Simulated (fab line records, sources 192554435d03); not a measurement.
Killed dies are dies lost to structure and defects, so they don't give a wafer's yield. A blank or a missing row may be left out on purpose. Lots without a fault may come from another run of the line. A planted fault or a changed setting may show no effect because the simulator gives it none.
A struck lot beside a sound one | flow n5_finfet | 36 steps out of a route of 1938
Sound: wafers L391.1, L391.2, L391.5. Struck: wafers L399.1, L399.5. (L399.3 of the same lot was not struck and is left out.) The cause comes at the end.
At each step with rows: each side's tool, then ch and its chambers, then its first start. Under that, the readings that differ: sound wafers | struck wafers | difference of the means | sigmas: that difference in standard deviations of wafers without a fault.
alike: readings whose means differ by less than 2 such deviations, and words and numbers that are the same on both sides. not compared: withheld readings, readings that some wafer has no value for, bounds like >300 that may hide the same value, and numbers for which the record gives no deviation and whose values overlap.
The two part at a step that has a row with sigmas, a row that says differs or no value, or rows on one side only. Numbers that don't overlap but have no deviation are shown without sigmas and don't part them. A reading that every wafer of one side lacks parts them only if that side has two wafers or more.

first, 11 steps without rows for these wafers: N5_FIN_CUT_PRECLEAN_35 (cleans in vHF, time 13.3 s); N5_FIN_CUT_CUT_ETCH_15 (etches Si in HBr/Cl2/O2, target depth 100 nm, bt time 10 s, time 42.4 s); N5_FIN_CUT_CUT_ETCH_28 (etches Si in HBr/Cl2/O2, target depth 6 nm, time 2.4 s); N5_FIN_CUT_STRIP_22 (strips in N2/H2); N5_FIN_CUT_PRECLEAN_36 (cleans in O3/DIW, time 60 s); N5_FIN_CUT_SRD_32 (time 30 s); N5_FIN_CUT_UV_OZONE_34 (time 120 s); N5_STI_FIN_REVEAL_ALD_00 (deposits SiO2, target thk 1 nm, pulse time 1 s); N5_STI_FIN_REVEAL_ALD_14 (deposits Si3N4, target thk 3 nm); N5_STI_FIN_REVEAL_FCVD_FILL_01 (material SiO2 flowable, target thk 312 nm, time 512.2 s); N5_STI_FIN_REVEAL_DENSIFY_02 (time 1800 s).
N5_STI_FIN_REVEAL_CMP_04: polishes, stops on Si3N4, t overpolish 4 s, target thk 131.83 nm.
  sound on cmp-04 ch 0,3, day 2 22:50; struck on cmp-04 ch 0, day 4 23:40
  alike: motor_current_A, overpolish_run_s, retaining_ring_pressure_frac, time_to_endpoint_s
  not compared: pad_life_wafers
then, 20 steps without rows for these wafers: N5_STI_FIN_REVEAL_DENSIFY_30; N5_STI_FIN_REVEAL_ETCHBACK_08 (etches SiO2 in C4F6/O2, target depth 30.5 nm, time 10.167 s); N5_STI_FIN_REVEAL_STRIP_24 (strips in N2/H2, time 90 s); N5_STI_FIN_REVEAL_PRECLEAN_25 (cleans in SPM, time 90 s); N5_STI_FIN_REVEAL_PRECLEAN_26 (cleans in SC1, time 45 s); N5_STI_FIN_REVEAL_PRECLEAN_29 (cleans in DHF, time 30 s); N5_STI_FIN_REVEAL_SRD_12 (time 30 s); N5_STI_FIN_REVEAL_RECESS_09 (chemistry HF/NH3, target SiO2, afs cycles 11, target depth 42.5 nm, sublimation time 60 s); N5_STI_FIN_REVEAL_STRIP_16 (strips SiNx in H3PO4, target depth 23.8 nm); N5_STI_FIN_REVEAL_PRECLEAN_17 (cleans in NF3:NH3, afs cycles 1, time 20 s, sublimation time 60 s); N5_STI_FIN_REVEAL_ETCH_34 (etches Si in H2, material Si, target depth 0.97 nm); N5_STI_FIN_REVEAL_OXIDATION_31 (chemistry O2 PLASMA REMOTE, time 20 s); N5_STI_FIN_REVEAL_PRECLEAN_32 (cleans in NF3:NH3, afs cycles 1, time 20 s, sublimation time 60 s); N5_STI_FIN_REVEAL_STRIP_35 (strips Si3N4 in H3PO4, target depth 4 nm, time 39 s); N5_STI_FIN_REVEAL_SRD_21 (time 30 s); N5_STI_FIN_REVEAL_OXIDATION_33 (chemistry O2 PLASMA REMOTE, time 20 s); N5_STI_FIN_REVEAL_CLEAN_19 (cleans in O3/DIW, time 120 s); N5_STI_FIN_REVEAL_SRD_23 (time 30 s); N5_STI_FIN_REVEAL_PRECLEAN_18 (cleans in SC2, time 45 s); N5_STI_FIN_REVEAL_SRD_28 (time 30 s).
N5_STI_FIN_REVEAL_INSPECT_13: inspects for defects (darkfield).
  sound on defect_inspect-01, day 3 02:35; struck on defect_inspect-02, day 5 03:12
  reading          | sound   | struck  | difference | sigmas
  raw_defect_count | 16 12 8 | 243 259 | +239       | +46
then, 1 step without rows for these wafers: N5_DUMMY_GATE_PRECLEAN_00 (cleans in O3/DIW, time 60 s).
-- the record jumps here: 5 days lie between the struck wafers' starts before and after (it left off in module DUMMY_GATE and takes up again in module BEOL_M4, whose first step shown is number 1111 of the route) --
N5_BEOL_M4_RC_MEAS_101:
  sound on prober-01 ch 0, day 8 10:20; struck on prober-01 ch 0, day 10 12:37
  alike: DIBL_N, DIBL_P, IOFF_N, IOFF_P, ION_N, ION_P, SS_N, SS_P, VT_N, VT_P
-- the record jumps here: 4 days lie between the struck wafers' starts before and after (it left off in module BEOL_M4 and takes up again in module PASSIVATION, whose first step shown is number 1936 of the route) --
N5_PASSIVATION_PROBE_49:
  sound on prober-02, day 12 23:49; struck on prober-02, day 14 23:47
  reading                  | sound          | struck    | difference | sigmas
  defect_limited_yield (%) | 92.2 91.9 89.8 | 75.8 71.4 | -17.7      | -14
  killed_at_front_end      | 22 40 60       | 235 269   | +211       | +19
  killed_dies              | 92 96 120      | 285 338   | +209       | +14
  killed_on_rim            | 17 10 13       | 30 44     | +24        | +7
  sort_bin_5_function (%)  | 5.2 5.2 6.4    | 14.9 17.1 | +10.4      | +12
  sort_bin_6_memory (%)    | 2.6 2.4 3.5    | 7.3 9.7   | +5.7       | +9
  sort_n_pass              | 1088 1084 1060 | 895 842   | -209       | -14
  sort_yield_pct (%)       | 92.2 91.9 89.8 | 75.8 71.4 | -17.7      | -14
  alike: killed_at_M0_to_M3, killed_at_M4_up, killed_at_contacts, killed_at_other, killed_open, killed_short

WHERE THEY PART
First at N5_STI_FIN_REVEAL_INSPECT_13; last, within this record, at N5_PASSIVATION_PROBE_49.

WHY: what the simulator had put in
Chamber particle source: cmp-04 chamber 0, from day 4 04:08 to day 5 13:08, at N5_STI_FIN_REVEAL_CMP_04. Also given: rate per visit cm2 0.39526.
